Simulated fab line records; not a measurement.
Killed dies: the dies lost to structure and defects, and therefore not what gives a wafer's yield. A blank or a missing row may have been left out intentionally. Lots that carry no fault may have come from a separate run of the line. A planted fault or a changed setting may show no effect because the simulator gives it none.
Which tool is to blame? + flow nand_harc + Sampling: 23 lots, 69 wafers, 6 of 1302 route steps

WHAT EACH GAUGE READ, for each wafer
NHARC_A_CONTACT_CD_MEAS_69 targets a cd of 300 nm. Usual: cd_nm reads 299.6 nm (standard deviation 0.54).
| lot  | measured     | on        | cd_nm (nm)        | flag |
|------|--------------|-----------|-------------------|------|
| L075 | day 22 09:37 | cd_sem-02 | 298.6 299.1 298.2 |      |
| L074 | day 22 19:42 | cd_sem-02 | 300.3 299.4 299.2 |      |
| L077 | day 22 16:49 | cd_sem-02 | 298.6 299.2 299.3 |      |
| L076 | day 22 16:38 | cd_sem-01 | 298.8 298.1 299.2 |      |
| L078 | day 23 19:59 | cd_sem-01 | 299.3 299.2 300.0 |      |
| L080 | day 25 01:40 | cd_sem-03 | 299.7 299.2 300.2 |      |
| L079 | day 24 14:19 | cd_sem-02 | 298.3 299.6 299.5 |      |
| L081 | day 25 05:47 | cd_sem-03 | 300.2 299.5 300.2 |      |
| L083 | day 25 17:36 | cd_sem-02 | 299.8 299.9 299.7 |      |
| L082 | day 26 00:21 | cd_sem-02 | 299.6 300.3 300.4 |      |
| L085 | day 26 09:04 | cd_sem-02 | 299.4 299.0 299.9 |      |
| L084 | day 26 10:19 | cd_sem-03 | 299.4 300.4 300.5 |      |
| L087 | day 26 20:51 | cd_sem-02 | 300.2 299.6 299.5 |      |
| L088 | day 27 18:23 | cd_sem-02 | 300.4 299.9 299.3 |      |
| L089 | day 27 19:20 | cd_sem-03 | 300.5 299.9 299.9 |      |
| L090 | day 29 07:32 | cd_sem-02 | 299.3 299.4 299.3 |      |
| L091 | day 29 05:40 | cd_sem-03 | 300.3 299.7 299.6 |      |
| L094 | day 30 02:15 | cd_sem-02 | 298.9 299.8 299.3 |      |
| L092 | day 30 02:37 | cd_sem-02 | 299.8 299.9 299.7 |      |
| L093 | day 30 07:47 | cd_sem-02 | 299.1 299.0 300.0 |      |
| L096 | day 31 03:36 | cd_sem-01 | 299.1 300.0 299.5 |      |
| L095 | day 31 02:53 | cd_sem-02 | 300.5 299.7 299.8 |      |
| L097 | day 31 10:42 | cd_sem-01 | 299.1 299.8 300.4 |      |

EACH LOT AND THE TOOL THAT RAN IT (in order: tool; ch and the chambers of the sampled wafers; start)
| lot  | NHARC_A_SGD_CUT_STRIP_17                      | NHARC_A_SGD_CUT_STRIP_28                      | NHARC_A_SLIT_ETCH_29               | NHARC_A_WL_FILL_STRIP_29           | NHARC_A_CONTACT_ETCH_121             |
|------|-----------------------------------------------|-----------------------------------------------|------------------------------------|------------------------------------|--------------------------------------|
| L075 | rie_diel-07 ch 0,2, day 20 11:36 or earlier   | rie_diel-07 ch 1,3, day 20 11:36 or earlier   | rie_diel-12 ch 2,3, day 20 11:36   | rie_diel-03 ch 0,1,2, day 21 06:03 | har_cap_etch-02 ch 0,1, day 21 23:18 |
| L074 | rie_diel-01 ch 2,3, day 20 18:56 or earlier   | rie_diel-07 ch 0,1, day 20 18:56 or earlier   | rie_diel-11 ch 0,1,3, day 20 18:56 | rie_diel-06 ch 1,2, day 21 15:43   | har_cap_etch-03 ch 0,1, day 22 10:50 |
| L077 | rie_diel-07 ch 0,1,3, day 20 07:28 or earlier | rie_diel-05 ch 1,2, day 20 07:28              | rie_diel-11 ch 0,1,2, day 20 23:40 | rie_diel-03 ch 1,2, day 21 15:44   | har_cap_etch-02 ch 0,1, day 22 08:34 |
| L076 | rie_diel-01 ch 1,2,3, day 20 22:43 or earlier | rie_diel-07 ch 0,3, day 20 22:43 or earlier   | rie_diel-11 ch 0,1, day 20 22:43   | rie_diel-09 ch 0,1, day 21 15:41   | har_cap_etch-03 ch 1, day 22 08:12   |
| L078 | rie_diel-01 ch 0,1, day 21 18:21 or earlier   | rie_diel-01 ch 0,1,2, day 21 18:21 or earlier | rie_diel-12 ch 0,1,2, day 21 18:21 | rie_diel-09 ch 1,3, day 22 20:01   | har_cap_etch-03 ch 0,1, day 23 11:54 |
| L080 | rie_diel-05 ch 0,2,3, day 22 06:08 or earlier | rie_diel-05 ch 0,1,3, day 22 06:08            | rie_diel-04 ch 0,2,3, day 22 20:41 | rie_diel-09 ch 0,1,3, day 23 19:55 | har_cap_etch-01 ch 0,1, day 24 15:25 |
| L079 | rie_diel-05 ch 0,3, day 22 16:53 or earlier   | rie_diel-01 ch 0,1,3, day 22 16:53 or earlier | rie_diel-12 ch 1,2, day 22 16:53   | rie_diel-09 ch 1,2, day 23 12:13   | har_cap_etch-02 ch 0,1, day 24 04:07 |
| L081 | rie_diel-07 ch 1,3, day 23 06:06 or earlier   | rie_diel-07 ch 0,1,2, day 23 06:06 or earlier | rie_diel-12 ch 0,1,2, day 23 06:06 | rie_diel-03 ch 1,3, day 24 00:38   | har_cap_etch-03 ch 0,1, day 24 22:48 |
| L083 | rie_diel-07 ch 0,1,3, day 23 23:01 or earlier | rie_diel-01 ch 0,1,3, day 23 23:01 or earlier | rie_diel-04 ch 1,2,3, day 23 23:01 | rie_diel-09 ch 1,2,3, day 24 17:39 | har_cap_etch-01 ch 0,1, day 25 09:35 |
| L082 | rie_diel-05 ch 0,1,3, day 23 12:14 or earlier | rie_diel-05 ch 0,3, day 23 12:14              | rie_diel-04 ch 0,1,2, day 24 02:49 | rie_diel-09 ch 0,2,3, day 24 22:17 | har_cap_etch-03 ch 0,1, day 25 15:13 |
| L085 | rie_diel-01 ch 0,2,3, day 24 13:25 or earlier | rie_diel-05 ch 0,2,3, day 24 13:25 or earlier | rie_diel-11 ch 0,1,3, day 24 13:25 | rie_diel-09 ch 0,1,2, day 25 09:10 | har_cap_etch-03 ch 0,1, day 26 01:31 |
| L084 | rie_diel-07 ch 1,2, day 24 16:50 or earlier   | rie_diel-01 ch 0,2,3, day 24 16:50 or earlier | rie_diel-11 ch 0,2,3, day 24 16:50 | rie_diel-06 ch 1,3, day 25 09:11   | har_cap_etch-01 ch 0,1, day 26 02:35 |
| L087 | rie_diel-07 ch 0,2,3, day 25 00:59 or earlier | rie_diel-07 ch 0,1,3, day 25 00:59 or earlier | rie_diel-04 ch 0,1,2, day 25 00:59 | rie_diel-06 ch 0,1, day 25 19:32   | har_cap_etch-01 ch 0,1, day 26 11:54 |
| L088 | rie_diel-05 ch 1,2,3, day 26 00:35 or earlier | rie_diel-07 ch 0,3, day 26 00:35 or earlier   | rie_diel-04 ch 1,2,3, day 26 00:35 | rie_diel-09 ch 2,3, day 26 20:02   | har_cap_etch-02 ch 0,1, day 27 11:52 |
| L089 | rie_diel-01 ch 0,1,3, day 26 02:41 or earlier | rie_diel-01 ch 1,2, day 26 02:41 or earlier   | rie_diel-11 ch 0,1, day 26 02:41   | rie_diel-06 ch 0,1, day 26 20:01   | har_cap_etch-01 ch 0,1, day 27 12:54 |
| L090 | rie_diel-07 ch 0,1,2, day 26 20:10 or earlier | rie_diel-05 ch 0,1,3, day 26 20:10            | rie_diel-04 ch 0,1, day 27 10:22   | rie_diel-03 ch 0,3, day 28 02:43   | har_cap_etch-03 ch 0,1, day 28 18:56 |
| L091 | rie_diel-01 ch 0,1, day 27 07:39 or earlier   | rie_diel-01 ch 1,2, day 27 07:39 or earlier   | rie_diel-11 ch 0,1,3, day 27 07:39 | rie_diel-06 ch 0,1,3, day 28 02:46 | har_cap_etch-01 ch 0,1, day 28 18:29 |
| L094 | rie_diel-01 ch 0,1,2, day 28 04:02 or earlier | rie_diel-05 ch 0,2, day 28 04:02 or earlier   | rie_diel-11 ch 1,3, day 28 04:02   | rie_diel-09 ch 2,3, day 28 21:27   | har_cap_etch-03 ch 0,1, day 29 17:41 |
| L092 | rie_diel-05 ch 0,1,3, day 28 02:01 or earlier | rie_diel-01 ch 1,2,3, day 28 02:01 or earlier | rie_diel-04 ch 0,1,3, day 28 02:01 | rie_diel-09 ch 0,1,2, day 28 21:29 | har_cap_etch-02 ch 0,1, day 29 17:50 |
| L093 | rie_diel-05 ch 0,1,2, day 27 15:01 or earlier | rie_diel-07 ch 0,3, day 27 15:01              | rie_diel-11 ch 0,2,3, day 28 05:50 | rie_diel-03 ch 1,2, day 29 02:43   | har_cap_etch-03 ch 0,1, day 29 23:47 |
| L096 | rie_diel-05 ch 0,2, day 29 06:52 or earlier   | rie_diel-07 ch 1,3, day 29 06:52 or earlier   | rie_diel-11 ch 0,2,3, day 29 06:52 | rie_diel-09 ch 0,1,3, day 30 01:54 | har_cap_etch-01 ch 0,1, day 30 19:41 |
| L095 | rie_diel-05 ch 0,2,3, day 29 08:03 or earlier | rie_diel-05 ch 0,1,3, day 29 08:03 or earlier | rie_diel-04 ch 0,1,3, day 29 08:03 | rie_diel-06 ch 0,2,3, day 30 01:53 | har_cap_etch-03 ch 0,1, day 30 18:25 |
| L097 | rie_diel-07 ch 0,3, day 29 15:22 or earlier   | rie_diel-05 ch 0,2,3, day 29 15:22 or earlier | rie_diel-11 ch 1,3, day 29 15:22   | rie_diel-06 ch 0,1,3, day 30 12:19 | har_cap_etch-03 ch 0,1, day 31 04:09 |
- NHARC_A_SGD_CUT_STRIP_17: strips in O2.
- NHARC_A_SGD_CUT_STRIP_28: strips in O2, time 20 s.
- NHARC_A_SLIT_ETCH_29: etches the open film in CF4/O2, target depth 100 nm, overetch 10 nm, time 55 s.
- NHARC_A_WL_FILL_STRIP_29: strips in O2, time 20 s.
- NHARC_A_CONTACT_ETCH_121: etches the open film in C4F8/O2/Ar, time 190 s, target depth 1850 nm.

WHAT THE TOOLS THEMSELVES READ (means of the sampled wafers that have a number; where no wafer has one, the mark that the record gives instead)
NHARC_A_SGD_CUT_STRIP_17. Usual: drypump_motor_current_A 5.7 A, standard deviation 0.42; oes_product_au 0.997 a.u., standard deviation 0.012; rf_vpp_V 57.8 V, standard deviation 0.9; showerhead_plenum_p_Torr 3.51 Torr, standard deviation 0.14; throttle_valve_pct 17.037 %, standard deviation 0.0097.
| lot  | tool        | drypump_motor_current_A (A) | oes_product_au (a.u.) | rf_vpp_V (V) | showerhead_plenum_p_Torr (Torr) | throttle_valve_pct (%) | flag |
|------|-------------|-----------------------------|-----------------------|--------------|---------------------------------|------------------------|------|
| L075 | rie_diel-07 | 5.8                         | 1.002                 | 58.0         | 3.42                            | 17.045                 |      |
| L074 | rie_diel-01 | 5.6                         | 0.991                 | 58.2         | 3.40                            | 17.036                 |      |
| L077 | rie_diel-07 | 5.9                         | 1.005                 | 57.5         | 3.49                            | 17.044                 |      |
| L076 | rie_diel-01 | 5.7                         | 0.993                 | 57.7         | 3.48                            | 17.031                 |      |
| L078 | rie_diel-01 | 5.4                         | 0.982                 | 58.4         | 3.56                            | 17.043                 |      |
| L080 | rie_diel-05 | 5.5                         | 0.995                 | 57.8         | 3.55                            | 17.039                 |      |
| L079 | rie_diel-05 | 5.6                         | 1.001                 | 57.9         | 3.62                            | 17.032                 |      |
| L081 | rie_diel-07 | 6.1                         | 1.004                 | 58.4         | 3.60                            | 17.026                 |      |
| L083 | rie_diel-07 | 5.9                         | 1.003                 | 57.6         | 3.48                            | 17.043                 |      |
| L082 | rie_diel-05 | 5.5                         | 0.995                 | 58.1         | 3.49                            | 17.033                 |      |
| L085 | rie_diel-01 | 5.5                         | 0.995                 | 57.7         | 3.51                            | 17.050                 |      |
| L084 | rie_diel-07 | 6.1                         | 0.999                 | 58.2         | 3.65                            | 17.031                 |      |
| L087 | rie_diel-07 | 6.0                         | 1.011                 | 57.4         | 3.42                            | 17.047                 |      |
| L088 | rie_diel-05 | 5.2                         | 0.994                 | 57.9         | 3.48                            | 17.038                 |      |
| L089 | rie_diel-01 | 5.3                         | 1.005                 | 58.1         | 3.48                            | 17.026                 |      |
| L090 | rie_diel-07 | 6.0                         | 0.998                 | 57.9         | 3.53                            | 17.045                 |      |
| L091 | rie_diel-01 | 5.4                         | 1.001                 | 58.7         | 3.56                            | 17.033                 |      |
| L094 | rie_diel-01 | 5.6                         | 1.007                 | 57.0         | 3.59                            | 17.035                 |      |
| L092 | rie_diel-05 | 5.5                         | 0.982                 | 57.7         | 3.49                            | 17.034                 |      |
| L093 | rie_diel-05 | 5.4                         | 0.986                 | 56.9         | 3.42                            | 17.029                 |      |
| L096 | rie_diel-05 | 5.3                         | 0.985                 | 57.1         | 3.48                            | 17.029                 |      |
| L095 | rie_diel-05 | 5.4                         | 0.989                 | 57.6         | 3.54                            | 17.037                 |      |
| L097 | rie_diel-07 | 5.7                         | 1.009                 | 57.5         | 3.36                            | 17.044                 |      |

NHARC_A_SGD_CUT_STRIP_28. Usual: drypump_motor_current_A 5.6 A, standard deviation 0.43; oes_product_au 0.998 a.u., standard deviation 0.011; rf_vpp_V 57.6 V, standard deviation 0.9; showerhead_plenum_p_Torr 3.50 Torr, standard deviation 0.14; throttle_valve_pct 17.036 %, standard deviation 0.0095.
| lot  | tool        | drypump_motor_current_A (A) | oes_product_au (a.u.) | rf_vpp_V (V) | showerhead_plenum_p_Torr (Torr) | throttle_valve_pct (%) | flag |
|------|-------------|-----------------------------|-----------------------|--------------|---------------------------------|------------------------|------|
| L075 | rie_diel-07 | 6.1                         | 0.997                 | 57.3         | 3.61                            | 17.034                 |      |
| L074 | rie_diel-07 | 5.9                         | 1.005                 | 58.0         | 3.60                            | 17.037                 |      |
| L077 | rie_diel-05 | 5.1                         | 0.998                 | 57.9         | 3.42                            | 17.033                 |      |
| L076 | rie_diel-07 | 5.8                         | 0.999                 | 57.6         | 3.37                            | 17.032                 |      |
| L078 | rie_diel-01 | 5.6                         | 0.995                 | 58.1         | 3.59                            | 17.028                 |      |
| L080 | rie_diel-05 | 5.6                         | 0.993                 | 57.7         | 3.50                            | 17.038                 |      |
| L079 | rie_diel-01 | 5.3                         | 0.995                 | 57.4         | 3.48                            | 17.040                 |      |
| L081 | rie_diel-07 | 6.0                         | 1.004                 | 57.8         | 3.53                            | 17.037                 |      |
| L083 | rie_diel-01 | 5.3                         | 0.990                 | 57.5         | 3.48                            | 17.028                 |      |
| L082 | rie_diel-05 | 5.7                         | 1.003                 | 57.9         | 3.55                            | 17.034                 |      |
| L085 | rie_diel-05 | 5.4                         | 1.009                 | 57.8         | 3.55                            | 17.034                 |      |
| L084 | rie_diel-01 | 5.5                         | 0.999                 | 57.0         | 3.51                            | 17.034                 |      |
| L087 | rie_diel-07 | 5.9                         | 1.000                 | 57.6         | 3.48                            | 17.038                 |      |
| L088 | rie_diel-07 | 5.7                         | 1.018                 | 56.4         | 3.36                            | 17.047                 |      |
| L089 | rie_diel-01 | 5.8                         | 1.001                 | 57.2         | 3.56                            | 17.033                 |      |
| L090 | rie_diel-05 | 5.5                         | 0.995                 | 57.6         | 3.49                            | 17.030                 |      |
| L091 | rie_diel-01 | 5.8                         | 1.007                 | 57.9         | 3.56                            | 17.039                 |      |
| L094 | rie_diel-05 | 5.3                         | 0.984                 | 57.7         | 3.48                            | 17.035                 |      |
| L092 | rie_diel-01 | 5.7                         | 1.002                 | 57.1         | 3.48                            | 17.030                 |      |
| L093 | rie_diel-07 | 5.8                         | 1.003                 | 56.9         | 3.36                            | 17.036                 |      |
| L096 | rie_diel-07 | 6.1                         | 0.997                 | 57.8         | 3.60                            | 17.033                 |      |
| L095 | rie_diel-05 | 5.5                         | 0.987                 | 58.1         | 3.49                            | 17.035                 |      |
| L097 | rie_diel-05 | 5.4                         | 0.992                 | 58.2         | 3.54                            | 17.041                 |      |

NHARC_A_SLIT_ETCH_29. Usual: drypump_motor_current_A 5.5 A, standard deviation 0.48; oes_product_au 1.000 a.u., standard deviation 0.0092; rf_vpp_V 197.7 V, standard deviation 1.4; showerhead_plenum_p_Torr 1.33 Torr, standard deviation 0.059; throttle_valve_pct 13.397 %, standard deviation 0.0095.
| lot  | tool        | drypump_motor_current_A (A) | oes_product_au (a.u.) | rf_vpp_V (V) | showerhead_plenum_p_Torr (Torr) | throttle_valve_pct (%) | flag |
|------|-------------|-----------------------------|-----------------------|--------------|---------------------------------|------------------------|------|
| L075 | rie_diel-12 | 5.2                         | 0.990                 | 197.7        | 1.36                            | 13.399                 |      |
| L074 | rie_diel-11 | 5.3                         | 0.998                 | 198.1        | 1.31                            | 13.387                 |      |
| L077 | rie_diel-11 | 5.4                         | 1.004                 | 197.4        | 1.34                            | 13.418                 |      |
| L076 | rie_diel-11 | 4.9                         | 0.997                 | 198.2        | 1.34                            | 13.390                 |      |
| L078 | rie_diel-12 | 5.5                         | 0.987                 | 198.6        | 1.36                            | 13.403                 |      |
| L080 | rie_diel-04 | 5.4                         | 0.998                 | 198.2        | 1.35                            | 13.394                 |      |
| L079 | rie_diel-12 | 5.2                         | 0.997                 | 198.2        | 1.35                            | 13.395                 |      |
| L081 | rie_diel-12 | 5.5                         | 0.999                 | 198.2        | 1.36                            | 13.393                 |      |
| L083 | rie_diel-04 | 5.5                         | 1.000                 | 197.2        | 1.31                            | 13.405                 |      |
| L082 | rie_diel-04 | 5.6                         | 1.003                 | 196.4        | 1.29                            | 13.397                 |      |
| L085 | rie_diel-11 | 5.3                         | 1.008                 | 198.3        | 1.31                            | 13.397                 |      |
| L084 | rie_diel-11 | 5.5                         | 0.991                 | 197.9        | 1.34                            | 13.408                 |      |
| L087 | rie_diel-04 | 5.5                         | 1.008                 | 196.1        | 1.29                            | 13.392                 |      |
| L088 | rie_diel-04 | 5.5                         | 0.999                 | 197.0        | 1.31                            | 13.400                 |      |
| L089 | rie_diel-11 | 4.9                         | 0.995                 | 198.2        | 1.34                            | 13.396                 |      |
| L090 | rie_diel-04 | 5.3                         | 1.004                 | 197.7        | 1.32                            | 13.391                 |      |
| L091 | rie_diel-11 | 5.3                         | 1.011                 | 197.2        | 1.31                            | 13.395                 |      |
| L094 | rie_diel-11 | 5.6                         | 1.003                 | 196.6        | 1.28                            | 13.397                 |      |
| L092 | rie_diel-04 | 5.3                         | 1.004                 | 198.0        | 1.35                            | 13.395                 |      |
| L093 | rie_diel-11 | 5.5                         | 1.003                 | 196.1        | 1.34                            | 13.387                 |      |
| L096 | rie_diel-11 | 5.5                         | 1.000                 | 197.5        | 1.34                            | 13.393                 |      |
| L095 | rie_diel-04 | 5.3                         | 1.006                 | 198.5        | 1.35                            | 13.405                 |      |
| L097 | rie_diel-11 | 5.4                         | 1.007                 | 197.1        | 1.28                            | 13.393                 |      |

NHARC_A_WL_FILL_STRIP_29. Usual: drypump_motor_current_A 5.8 A, standard deviation 0.36; oes_product_au 0.998 a.u., standard deviation 0.0089; rf_vpp_V 57.9 V, standard deviation 0.95; showerhead_plenum_p_Torr 3.54 Torr, standard deviation 0.16; throttle_valve_pct 17.036 %, standard deviation 0.0093.
| lot  | tool        | drypump_motor_current_A (A) | oes_product_au (a.u.) | rf_vpp_V (V) | showerhead_plenum_p_Torr (Torr) | throttle_valve_pct (%) | flag |
|------|-------------|-----------------------------|-----------------------|--------------|---------------------------------|------------------------|------|
| L075 | rie_diel-03 | 5.6                         | 0.988                 | 57.7         | 3.37                            | 17.039                 |      |
| L074 | rie_diel-06 | 5.9                         | 0.993                 | 58.5         | 3.70                            | 17.028                 |      |
| L077 | rie_diel-03 | 5.7                         | 0.995                 | 56.6         | 3.30                            | 17.027                 |      |
| L076 | rie_diel-09 | 6.0                         | 1.002                 | 57.6         | 3.59                            | 17.031                 |      |
| L078 | rie_diel-09 | 6.0                         | 1.008                 | 58.0         | 3.62                            | 17.030                 |      |
| L080 | rie_diel-09 | 6.0                         | 0.998                 | 57.9         | 3.60                            | 17.038                 |      |
| L079 | rie_diel-09 | 5.8                         | 1.003                 | 58.5         | 3.65                            | 17.038                 |      |
| L081 | rie_diel-03 | 5.6                         | 0.989                 | 57.9         | 3.35                            | 17.036                 |      |
| L083 | rie_diel-09 | 5.7                         | 0.999                 | 58.4         | 3.66                            | 17.033                 |      |
| L082 | rie_diel-09 | 5.8                         | 1.002                 | 58.2         | 3.64                            | 17.041                 |      |
| L085 | rie_diel-09 | 5.8                         | 1.001                 | 58.1         | 3.63                            | 17.040                 |      |
| L084 | rie_diel-06 | 6.1                         | 1.013                 | 57.8         | 3.41                            | 17.020                 |      |
| L087 | rie_diel-06 | 6.1                         | 0.995                 | 57.7         | 3.45                            | 17.035                 |      |
| L088 | rie_diel-09 | 5.8                         | 1.002                 | 58.5         | 3.68                            | 17.034                 |      |
| L089 | rie_diel-06 | 6.0                         | 0.999                 | 58.0         | 3.45                            | 17.042                 |      |
| L090 | rie_diel-03 | 5.9                         | 0.991                 | 57.3         | 3.44                            | 17.035                 |      |
| L091 | rie_diel-06 | 5.9                         | 1.000                 | 57.2         | 3.39                            | 17.038                 |      |
| L094 | rie_diel-09 | 5.5                         | 1.001                 | 58.3         | 3.70                            | 17.041                 |      |
| L092 | rie_diel-09 | 5.8                         | 0.993                 | 58.3         | 3.63                            | 17.051                 |      |
| L093 | rie_diel-03 | 5.7                         | 1.004                 | 57.3         | 3.29                            | 17.038                 |      |
| L096 | rie_diel-09 | 6.0                         | 1.000                 | 57.6         | 3.60                            | 17.028                 |      |
| L095 | rie_diel-06 | 5.6                         | 1.000                 | 58.2         | 3.48                            | 17.041                 |      |
| L097 | rie_diel-06 | 5.9                         | 0.993                 | 57.1         | 3.39                            | 17.036                 |      |

NHARC_A_CONTACT_ETCH_121. Usual: oes_air_line_au reads 0.995 a.u. (standard deviation 0.022).
| lot  | tool            | oes_air_line_au (a.u.) | flag |
|------|-----------------|------------------------|------|
| L075 | har_cap_etch-02 | 0.984                  |      |
| L074 | har_cap_etch-03 | 0.993                  |      |
| L077 | har_cap_etch-02 | 1.002                  |      |
| L076 | har_cap_etch-03 | 1.016                  |      |
| L078 | har_cap_etch-03 | 0.983                  |      |
| L080 | har_cap_etch-01 | 0.993                  |      |
| L079 | har_cap_etch-02 | 0.983                  |      |
| L081 | har_cap_etch-03 | 1.021                  |      |
| L083 | har_cap_etch-01 | 1.005                  |      |
| L082 | har_cap_etch-03 | 0.994                  |      |
| L085 | har_cap_etch-03 | 0.984                  |      |
| L084 | har_cap_etch-01 | 0.990                  |      |
| L087 | har_cap_etch-01 | 0.982                  |      |
| L088 | har_cap_etch-02 | 0.993                  |      |
| L089 | har_cap_etch-01 | 1.004                  |      |
| L090 | har_cap_etch-03 | 0.994                  |      |
| L091 | har_cap_etch-01 | 0.995                  |      |
| L094 | har_cap_etch-03 | 1.016                  |      |
| L092 | har_cap_etch-02 | 0.990                  |      |
| L093 | har_cap_etch-03 | 0.978                  |      |
| L096 | har_cap_etch-01 | 1.013                  |      |
| L095 | har_cap_etch-03 | 1.000                  |      |
| L097 | har_cap_etch-03 | 0.999                  |      |

THE ANSWER, worked out from the rows above alone
Rule: lot off if the mean of its wafers having a number is beyond 3 standard deviations from the usual mean. Also off: a lot with no number at a reading for which 4 or more lots have one. Any other lot the step has rows for is counted as sound. After the gauges, taken in route order, come the tools' own readings; for these a lot's mean is taken, as printed above. The first step at which some lot is off is used, and at that step the reading that is off furthest; a lot without a number counts as furthest.
No lot is off at any reading shown: from this, nothing can be told.

WHAT THE SIMULATOR HAD PUT IN
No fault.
